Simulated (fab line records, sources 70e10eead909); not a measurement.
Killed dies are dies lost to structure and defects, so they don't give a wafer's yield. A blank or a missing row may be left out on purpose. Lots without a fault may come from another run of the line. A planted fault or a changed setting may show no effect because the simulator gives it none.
fab line records | flow nand_harc
record lots=13 wafers=39 last_day=25
route steps=1159 shown P_M2@350 THIN_TSV@1121 END@1159
lots that met no fault: from a run of the same line without faults
start_h: hours from the record's first day to the start of the lot's first wafer shown | wait_h: hours since the lot's step before | " the same as in the row above | L1.1+2: a row that stands for several wafers | - no value, or no start given | * or withheld: withheld | < > ~ a bound
route shown NAME@n: a module of which the file shows steps, and the number in the route of the first | usual: mean/standard deviation of fault-free wafers | same: alike in all rows | chamber/n: place in a boat | sites: the reading at each site | _std_site: their standard deviation | _edge_site: outer sites' mean less inner sites' | radius_mm: how far each site lies from the wafer's centre | mask NAME#n: copy n | behind: the tool/chamber that last shaped the wafer | hold: why the lot was held/for how many hours/how that ended | device: the transistor (n, p or np) that didn't switch | end of line: the same wafers' tests at the end of the route | a step without rows: its recipe alone | killed: dies lost to structure and defects at the first sort, not the wafer's yield | map: a wafer's dies, x killed, . not, _ none there
set.NAME: the setting as run; set.NAME@STEP: as run at that earlier step | model.NAME: the simulator's own value behind a step, which no gauge read
steps of the route over a sample of lots; a table a step, a row a wafer
services: from which hour (start_h, from the record's first day; less than 0 if before it) a tool's chamber was out of use, for how many hours, and why
## steps
# step NHARC_P_M2_DEP_33
# recipe target_thk_a=300 temp_c=370 target_thk_nm=30 pressure_torr=3 flow_sccm=200 rf_w=450 material=SiCN
# usual chamber_pressure_Torr=2.999/0.0067 heater_power_w=566/99
# columns lot.wafer tool chamber start_h wait_h chamber_pressure_Torr heater_power_w since_wet_clean_h
L602.1 pecvd-02 2 143.35 0.1 3.005 760 158
L602.3 " 0 " " 3.006 525 158
L602.4 " 0 " " 3.004 529 -
L604.3 pecvd-01 1 146.16 0.1 2.999 517 77
L604.1 " 2 " " 2.984 590 77
L604.5 " 0 " " 3.002 528 -
L606.1 pecvd-03 2 153.26 0.1 2.995 538 28
L606.4 " 1 " " 3.003 695 -
L606.5 " 2 " " 3.004 524 -
L607.2 pecvd-03 1 154.02 0.1 2.997 698 28
L607.5 " 0 " " 2.999 598 -
L607.6 " 1 " " 2.997 729 -
L608.2 pecvd-03 2 175.20 0.1 2.993 491 50
L608.6 " 1 " " 3.000 599 -
L608.5 " 2 " " 3.002 493 -
L611.1 pecvd-03 1 186.36 0.1 2.979 706 61
L611.5 " 2 " " 2.999 519 -
L611.6 " 0 " " 2.988 506 -
L614.3 pecvd-02 1 218.82 0.1 2.995 458 53
L614.2 " 0 " " 2.998 560 53
L614.4 " 2 " " 3.002 762 -
L613.3 pecvd-02 0 219.73 0.1 2.995 516 54
L613.6 " 1 " " 2.990 521 -
L613.4 " 2 " " 2.998 778 -
L615.2 pecvd-02 0 225.34 0.1 2.998 581 59
L615.5 " 1 " " 2.999 526 -
L615.6 " 0 " " 3.013 579 -
L616.3 pecvd-01 0 225.98 0.1 2.998 499 157
L616.4 " 2 " " 2.997 546 -
L616.5 " 0 " " 3.001 497 -
L620.2 pecvd-03 1 240.13 0.1 3.018 640 114
L620.5 " 2 " " 2.987 413 -
L620.4 " 1 " " 3.013 624 -
L623.1 pecvd-03 0 256.42 0.1 2.995 490 131
L623.3 " 2 " " 3.005 499 131
L623.5 " 2 " " 3.010 489 -
L624.2 pecvd-02 2 260.32 0.1 2.998 738 94
L624.3 " 0 " " 2.995 574 94
L624.4 " 0 " " 2.994 577 -
# step NHARC_THIN_TSV_CD_MEAS_16
# usual cd_nm=998.3/2.5
# columns lot.wafer tool chamber start_h wait_h cd_nm
L602.1 cd_sem-02 - 432.56 0.1 997.0
L602.3 " - " " 996.9
L602.4 " - " " 996.5
L604.1 cd_sem-01 - 433.61 0.1 997.5
L604.3 " - " " 998.5
L604.5 " - " " 999.8
L606.1 cd_sem-03 - 438.90 0.1 998.3
L606.4 " - " " 998.3
L606.5 " - " " 996.6
L607.2 cd_sem-01 - 455.25 0.1 1004.2
L607.5 " - " " 1001.3
L607.6 " - " " 1000.8
L608.2 cd_sem-03 - 475.11 0.1 996.6
L608.5 " - " " 997.4
L608.6 " - " " 996.6
L611.1 cd_sem-01 - 488.03 0.1 1003.1
L611.5 " - " " 1000.3
L611.6 " - " " 999.5
L614.2 cd_sem-01 - 503.30 0.1 1002.2
L614.3 " - " " 999.8
L614.4 " - " " 1001.2
L613.3 cd_sem-03 - 510.81 0.1 996.4
L613.4 " - " " 1000.1
L613.6 " - " " 996.1
L616.3 cd_sem-02 - 530.10 0.1 999.8
L616.4 " - " " 995.3
L616.5 " - " " 998.7
L615.2 cd_sem-03 - 531.27 0.1 997.6
L615.5 " - " " 996.8
L615.6 " - " " 997.0
L623.1 cd_sem-03 - 561.03 0.1 996.9
L623.3 " - " " 996.5
L623.5 " - " " 998.3
L620.2 cd_sem-02 - 565.94 0.1 997.0
L620.4 " - " " 996.4
L620.5 " - " " 997.1
L624.2 cd_sem-02 - 566.92 0.1 1003.0
L624.3 " - " " 1005.6
L624.4 " - " " 1002.2
# step NHARC_THIN_TSV_PRE_CLEAN_50
# recipe time_s=30 temp_c=280 gas=H2/He
# usual heater_power_w=412/42
# columns lot.wafer tool chamber start_h wait_h heater_power_w
L602.3 pvd_sputter-03 - - - 455
L602.1 " - " " 394
L602.4 " - " " 394
L604.1 pvd_sputter-02 - - - 412
L604.3 " - " " 361
L604.5 " - " " 410
L606.1 pvd_sputter-01 - - - 411
L606.4 " - " " 452
L606.5 " - " " 415
L607.2 pvd_sputter-02 - - - 420
L607.5 " - " " 418
L607.6 " - " " 360
L608.2 pvd_sputter-02 - - - 410
L608.6 " - " " 418
L608.5 " - " " 367
L611.1 pvd_sputter-03 - - - 390
L611.5 " - " " 409
L611.6 " - " " 402
L614.3 pvd_sputter-02 - - - 392
L614.4 " - " " 487
L614.2 " - " " 353
L613.4 pvd_sputter-03 - - - 395
L613.3 " - " " 449
L613.6 " - " " 405
L616.3 pvd_sputter-02 - - - 403
L616.4 " - " " 489
L616.5 " - " " 402
L615.2 pvd_sputter-01 - - - 402
L615.5 " - " " 458
L615.6 " - " " 408
L623.1 pvd_sputter-03 - - - 424
L623.3 " - " " 395
L623.5 " - " " 390
L620.4 pvd_sputter-03 - - - 409
L620.2 " - " " 446
L620.5 " - " " 453
L624.4 pvd_sputter-03 - - - 407
L624.2 " - " " 450
L624.3 " - " " 417
# step NHARC_THIN_TSV_CD_MEAS_37
# usual cd_nm=4998/4.1
# columns lot.wafer tool chamber start_h wait_h cd_nm
L602.1 cd_sem-02 - 439.02 - 4995
L602.3 " - " " 4997
L602.4 " - " " 4998
L604.1 cd_sem-02 - 440.18 - 4997
L604.3 " - " " 4998
L604.5 " - " " 4996
L606.1 cd_sem-03 - 445.40 - 4996
L606.4 " - " " 4996
L606.5 " - " " 4998
L607.2 cd_sem-01 - 462.32 - 5009
L607.5 " - " " 5003
L607.6 " - " " 5005
L608.2 cd_sem-03 - 481.87 - 4995
L608.5 " - " " 4998
L608.6 " - " " 4998
L611.1 cd_sem-02 - 494.44 - 4999
L611.5 " - " " 5004
L611.6 " - " " 4997
L614.2 cd_sem-01 - 510.37 - 5004
L614.3 " - " " 5003
L614.4 " - " " 5005
L613.3 cd_sem-01 - 517.18 - 4995
L613.4 " - " " 5001
L613.6 " - " " 4994
L616.3 cd_sem-03 - 536.60 - 4995
L616.4 " - " " 4992
L616.5 " - " " 4995
L615.2 cd_sem-03 - 538.39 - 4994
L615.5 " - " " 4997
L615.6 " - " " 4994
L623.1 cd_sem-03 - 567.54 - 5000
L623.3 " - " " 4999
L623.5 " - " " 5000
L620.2 cd_sem-02 - 572.57 - 4994
L620.4 " - " " 4996
L620.5 " - " " 4994
L624.2 cd_sem-03 - 574.04 - 5005
L624.3 " - " " 5010
L624.4 " - " " 5003
# step NHARC_END_SORT_01
# recipe temp_c=25
# usual defect_limited_yield=95.4/1.8 killed_at_array=28/11 killed_at_other=0.7/0.88 killed_at_periphery=3.1/2.2 killed_dies=31/12 killed_open=3.3/2 killed_short=2.0/1.6 sort_bin_2_pct=1.5/0.73 sort_bin_3_pct=0.27/0.22 sort_bin_4_pct=2.9/1.1 sort_n_pass=646/12 sort_rim_yield_pct=93/3.9 sort_yield_pct=95.4/1.8
# same gross_dies=677 sort_bin_5_pct[%]=0 sort_bin_6_pct[%]=0 sort_bin_7_pct[%]=0 sort_bin_8_pct[%]=0 sort_rim_n_gross=106.00
# columns lot.wafer tool chamber start_h wait_h defect_limited_yield[%] killed_at_array killed_at_other killed_at_periphery killed_dies killed_open killed_short sort_bin_2_pct[%] sort_bin_3_pct[%] sort_bin_4_pct[%] sort_n_pass sort_rim_yield_pct[%] sort_yield_pct[%]
L606.1 prober-01 0 466.92 2.5 96.9 16 1 4 21 5 1 1.0 0.15 1.9 656 97 96.9
L606.4 prober-01 0 469.28 3.4 96.8 18 0 4 22 5 2 0.7 0.30 2.2 655 95 96.8
L606.5 prober-01 0 470.07 3.6 96.0 24 0 3 27 3 1 0.3 0.30 3.4 650 95 96.0
L607.2 prober-01 0 475.47 2.8 81.7 15 2 107 124 6 1 6.4 6.06 5.9 553 92 81.7
L607.5 prober-01 0 477.91 3.8 96.9 20 0 1 21 2 1 1.0 0 2.1 656 95 96.9
L607.6 prober-01 0 478.72 4.1 81.4 14 1 111 126 3 0 6.9 6.20 5.5 551 95 81.4
L608.2 prober-01 0 488.48 2.8 94.4 33 0 5 38 4 4 2.5 0.15 3.0 639 91 94.4
L608.5 prober-01 0 490.88 3.7 94.7 32 1 3 36 5 1 2.1 0.44 2.8 641 93 94.7
L608.6 prober-01 0 491.68 4.0 79.5 26 0 113 139 1 1 7.1 6.20 7.2 538 89 79.5
L611.1 prober-02 0 506.44 2.5 77.3 42 1 111 154 5 1 8.1 6.35 8.3 523 90 77.3
L611.5 prober-02 0 509.70 3.8 94.8 33 1 1 35 1 1 1.6 0.44 3.1 642 93 94.8
L611.6 prober-02 0 510.52 4.1 93.8 40 0 2 42 3 0 2.7 0.30 3.2 635 89 93.8
L614.2 prober-01 0 518.38 2.8 95.6 28 1 1 30 1 2 1.8 0.59 2.1 647 96 95.6
L614.3 prober-01 0 519.17 3.1 94.8 29 0 6 35 5 2 2.1 0.30 2.8 642 94 94.8
L614.4 prober-01 0 519.95 3.4 96.2 24 0 2 26 0 4 1.3 0 2.5 651 96 96.2
L613.3 prober-02 0 526.08 3.1 94.2 33 1 5 39 1 6 2.4 0.15 3.2 638 92 94.2
L613.4 prober-02 0 526.88 3.4 94.4 37 0 1 38 4 0 1.8 0.44 3.4 639 92 94.4
L613.6 prober-02 0 528.48 4.0 93.5 41 0 3 44 6 4 1.2 0.30 5.0 633 88 93.5
L615.2 prober-01 0 544.93 2.8 95.0 33 1 0 34 1 3 1.9 0 3.1 643 92 95.0
L615.5 prober-01 0 547.33 3.7 95.9 23 3 2 28 4 2 1.8 0.30 2.1 649 92 95.9
L615.6 prober-01 0 548.14 4.0 95.0 30 0 4 34 2 2 1.3 0.44 3.2 643 91 95.0
L616.3 prober-02 0 545.68 3.1 97.8 13 0 2 15 2 2 0.7 0.15 1.3 662 97 97.8
L616.4 prober-02 0 546.47 3.4 96.9 18 0 3 21 2 3 0.6 0.30 2.2 656 97 96.9
L616.5 prober-02 0 547.26 3.7 97.9 11 0 3 14 1 1 0.6 0.30 1.2 663 99 97.9
# killed by level:class
L606.1 A_SLIT:chamber_film_flake=8 P_GATE:chamber_film_flake=2 A_CHANNEL_HOLE_D1:chamber_film_flake=2 P_STI:geometric_particle:open=1 P_CONTACT:geometric_particle:short=1 A_ONON_D1:geometric_particle:open=1 A_SGD_CUT:geometric_particle:open=1 A_CONTACT:geometric_particle:open=1
L606.4 A_SLIT:chamber_film_flake=8 A_CHANNEL_HOLE_D1:chamber_film_flake=3 P_GATE:geometric_particle:open=1 P_M2:geometric_particle:open=1 A_ONON_D1:geometric_particle:open=1 A_CHANNEL_HOLE_D1:geometric_particle:short=1 A_SGD_CUT:geometric_particle:open=1 A_SGD_CUT:geometric_particle:short=1
L606.5 A_SLIT:chamber_film_flake=13 A_STAIRCASE:chamber_film_flake=4 P_ZERO_WELL:chamber_film_flake=2 A_CHANNEL_HOLE_D1:chamber_film_flake=2 A_CHANNEL_FILL_D1:geometric_particle:short=1 A_CHANNEL_FILL_D1:geometric_particle:open=1 A_BLC:geometric_particle:open=1 A_M0:geometric_particle:open=1
L607.2 P_M2:unspecified=104 A_CHANNEL_HOLE_D1:chamber_film_flake=11 P_CONTACT:geometric_particle:open=2 A_CHANNEL_FILL_D1:geometric_particle:open=1 A_WL_FILL:geometric_particle:open=1 A_CONTACT:geometric_particle:open=1 P_GATE:chamber_film_flake=1 STARTING-WAFER:geometric_particle:open=1
L607.5 A_CHANNEL_HOLE_D1:chamber_film_flake=14 A_CONTACT:chamber_film_flake=3 P_M0:geometric_particle:open=1 A_CONTACT:geometric_particle:open=1 A_M1:geometric_particle:short=1 A_STAIRCASE:chamber_film_flake=1
L607.6 P_M2:unspecified=109 A_CHANNEL_HOLE_D1:chamber_film_flake=11 P_CONTACT:geometric_particle:open=1 A_CONTACT:geometric_particle:open=1 A_M1:geometric_particle:open=1 P_GATE:chamber_film_flake=1 A_STAIRCASE:chamber_film_flake=1 HYBRID_BOND:latent=1
L608.2 A_CHANNEL_HOLE_D1:chamber_film_flake=11 A_SLIT:chamber_film_flake=11 A_CONTACT:chamber_film_flake=3 A_CHANNEL_FILL_D1:geometric_particle:open=2 P_GATE:chamber_film_flake=2 P_GATE:geometric_particle:short=1 P_M1:geometric_particle:short=1 A_ONON_D1:geometric_particle:short=1
L608.5 A_CHANNEL_HOLE_D1:chamber_film_flake=11 A_SLIT:chamber_film_flake=11 A_CONTACT:chamber_film_flake=4 A_CONTACT:geometric_particle:open=2 P_M2:chamber_film_flake=2 P_M0:geometric_particle:open=1 A_ONON_D1:geometric_particle:short=1 A_WL_FILL:geometric_particle:open=1
L608.6 P_M2:unspecified=111 A_CHANNEL_HOLE_D1:chamber_film_flake=12 A_SLIT:chamber_film_flake=6 A_CONTACT:chamber_film_flake=3 A_STAIRCASE:chamber_film_flake=2 A_CHANNEL_FILL_D1:geometric_particle:short=1 A_CONTACT:geometric_particle:open=1 P_GATE:chamber_film_flake=1
L611.1 P_M2:unspecified=109 A_CHANNEL_HOLE_D1:chamber_film_flake=16 A_SLIT:chamber_film_flake=13 A_CONTACT:chamber_film_flake=4 A_WL_FILL:geometric_particle:open=3 A_WL_FILL:chamber_film_flake=2 P_GATE:geometric_particle:open=1 A_ONON_D1:geometric_particle:open=1
L611.5 A_CHANNEL_HOLE_D1:chamber_film_flake=13 A_SLIT:chamber_film_flake=8 A_STAIRCASE:chamber_film_flake=5 A_CHANNEL_FILL_D1:chamber_film_flake=2 A_WL_FILL:chamber_film_flake=2 A_BLC:geometric_particle:short=1 A_BONDPAD:geometric_particle:open=1 P_GATE:chamber_film_flake=1
L611.6 A_SLIT:chamber_film_flake=15 A_CHANNEL_HOLE_D1:chamber_film_flake=14 A_STAIRCASE:chamber_film_flake=5 A_CONTACT:chamber_film_flake=2 A_M1:chamber_film_flake=2 P_M0:geometric_particle:open=1 A_SOURCE_PLATE:geometric_particle:open=1 A_WL_FILL:geometric_particle:open=1
L614.2 A_SLIT:chamber_film_flake=8 A_STAIRCASE:chamber_film_flake=7 A_CHANNEL_HOLE_D1:chamber_film_flake=5 A_CONTACT:chamber_film_flake=3 A_CHANNEL_FILL_D1:chamber_film_flake=2 A_WL_FILL:geometric_particle:short=1 A_M0:geometric_particle:open=1 P_STI:chamber_film_flake=1
L614.3 A_SLIT:chamber_film_flake=11 P_STI:chamber_film_flake=5 A_STAIRCASE:chamber_film_flake=4 A_CHANNEL_HOLE_D1:chamber_film_flake=3 A_CONTACT:chamber_film_flake=3 P_M0:geometric_particle:short=1 A_ONON_D1:geometric_particle:open=1 A_CHANNEL_HOLE_D1:geometric_particle:open=1
L614.4 A_SLIT:chamber_film_flake=9 A_CHANNEL_HOLE_D1:chamber_film_flake=8 A_ONON_D1:geometric_particle:short=3 P_STI:chamber_film_flake=2 A_M1:chamber_film_flake=2 A_CHANNEL_HOLE_D1:geometric_particle:short=1 A_CHANNEL_FILL_D1:chamber_film_flake=1
L613.3 A_SLIT:chamber_film_flake=12 A_CHANNEL_HOLE_D1:chamber_film_flake=6 A_STAIRCASE:chamber_film_flake=4 A_CONTACT:chamber_film_flake=4 P_CONTACT:geometric_particle:short=2 P_ZERO_WELL:chamber_film_flake=2 P_STI:geometric_particle:short=1 A_CHANNEL_FILL_D1:geometric_particle:short=1
L613.4 A_CHANNEL_HOLE_D1:chamber_film_flake=12 A_SLIT:chamber_film_flake=9 A_STAIRCASE:chamber_film_flake=4 A_CONTACT:chamber_film_flake=3 A_ZERO_WELL:chamber_film_flake=3 A_SGD_CUT:chamber_film_flake=2 P_M0:geometric_particle:open=1 A_CHANNEL_FILL_D1:geometric_particle:open=1
L613.6 A_CHANNEL_HOLE_D1:chamber_film_flake=15 A_SLIT:chamber_film_flake=7 A_STAIRCASE:chamber_film_flake=5 A_M1:geometric_particle:open=3 A_CONTACT:chamber_film_flake=2 A_ONON_D1:geometric_particle:short=1 A_CHANNEL_HOLE_D1:geometric_particle:short=1 A_CHANNEL_FILL_D1:geometric_particle:open=1
L615.2 A_CHANNEL_HOLE_D1:chamber_film_flake=23 A_STAIRCASE:chamber_film_flake=3 A_ONON_D1:geometric_particle:short=1 A_WL_FILL:geometric_particle:short=1 A_CONTACT:geometric_particle:open=1 A_M0:geometric_particle:short=1 A_ZERO_WELL:chamber_film_flake=1 A_CONTACT:chamber_film_flake=1
L616.3 A_CHANNEL_HOLE_D1:chamber_film_flake=4 A_CONTACT:geometric_particle:short=2 P_ZERO_WELL:chamber_film_flake=2 A_STAIRCASE:chamber_film_flake=2 A_CONTACT:chamber_film_flake=2 A_ONON_D1:geometric_particle:open=1 A_M0:geometric_particle:open=1 A_ZERO_WELL:chamber_film_flake=1
L616.4 A_CHANNEL_HOLE_D1:chamber_film_flake=6 A_ZERO_WELL:chamber_film_flake=4 A_STAIRCASE:chamber_film_flake=4 P_M0:geometric_particle:short=1 A_ONON_D1:geometric_particle:short=1 A_WL_FILL:geometric_particle:short=1 A_CONTACT:geometric_particle:open=1 A_BLC:geometric_particle:open=1
L616.5 A_CONTACT:chamber_film_flake=5 A_CHANNEL_HOLE_D1:chamber_film_flake=2 P_M0:geometric_particle:open=1 A_M0:geometric_particle:short=1 P_ZERO_WELL:chamber_film_flake=1 P_M0:chamber_film_flake=1 A_ZERO_WELL:chamber_film_flake=1 A_CHANNEL_FILL_D1:chamber_film_flake=1
L615.5 A_CHANNEL_HOLE_D1:chamber_film_flake=11 A_CONTACT:chamber_film_flake=4 THIN_TSV:chamber_film_flake=3 A_STAIRCASE:chamber_film_flake=2 P_CONTACT:geometric_particle:open=1 A_SOURCE_PLATE:geometric_particle:open=1 A_ONON_D1:geometric_particle:short=1 A_CHANNEL_FILL_D1:geometric_particle:short=1
L615.6 A_CHANNEL_HOLE_D1:chamber_film_flake=17 A_CONTACT:chamber_film_flake=8 P_M0:chamber_film_flake=3 A_STAIRCASE:chamber_film_flake=2 P_CONTACT:geometric_particle:open=1 A_SOURCE_PLATE:geometric_particle:short=1 A_CHANNEL_HOLE_D1:geometric_particle:short=1 A_CONTACT:geometric_particle:open=1
## services
# columns tool chamber start_h hours kind
pvd_sputter-03 - 125.88 5.1 repair
pecvd-02 - 153.02 13.0 pm
pecvd-02 2 166.70 16.5 repair
pvd_sputter-03 - 198.68 17.0 repair
pvd_sputter-02 - 214.00 10.0 pm
pvd_sputter-02 - 229.81 2.5 repair
pvd_sputter-03 - 280.04 10.0 pm
pecvd-02 0 285.00 13.4 repair
pecvd-02 - 292.89 1.9 repair
pecvd-03 1 293.23 28.1 repair
pecvd-03 - 294.11 13.0 pm
pvd_sputter-02 - 314.43 1.8 repair
pecvd-02 - 334.02 13.0 pm
pvd_sputter-02 - 344.41 8.3 repair
pvd_sputter-02 - 392.00 10.0 pm
pvd_sputter-03 - 392.28 1.3 repair
pecvd-02 1 400.68 11.8 repair
pvd_sputter-02 - 411.50 4.1 repair
pecvd-02 1 454.70 16.9 repair
pvd_sputter-03 - 458.04 10.0 pm
pecvd-03 - 475.11 13.0 pm
pvd_sputter-03 - 476.42 1.3 repair
pvd_sputter-02 - 481.35 2.7 repair
pecvd-02 - 515.02 13.0 pm
## key
first_sign step=NHARC_END_SORT_01 reading=killed_at_periphery direction=up sigmas=50 usual=3.1 struck=110.5
effect step=NHARC_END_SORT_01 reading=defect_limited_yield direction=down sigmas=8.7 usual=95.4 struck=79.9
more_kills_born_at NHARC_P_M2_DEP_33@pecvd-03=433
met_at NHARC_P_M2_DEP_33
struck_lots L607,L608,L611
struck_wafers L607.2,L607.6,L608.6,L611.1
not_acting_at NHARC_THIN_TSV_CD_MEAS_16,NHARC_THIN_TSV_PRE_CLEAN_50,NHARC_THIN_TSV_CD_MEAS_37
onset_between 153.26 154.02
fault kind=chamber_particle_source tool=pecvd-03 chamber=1 onset_h=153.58 steps=NHARC_P_M2_DEP_33 rate_per_visit_cm2=2.0021 end_h=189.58
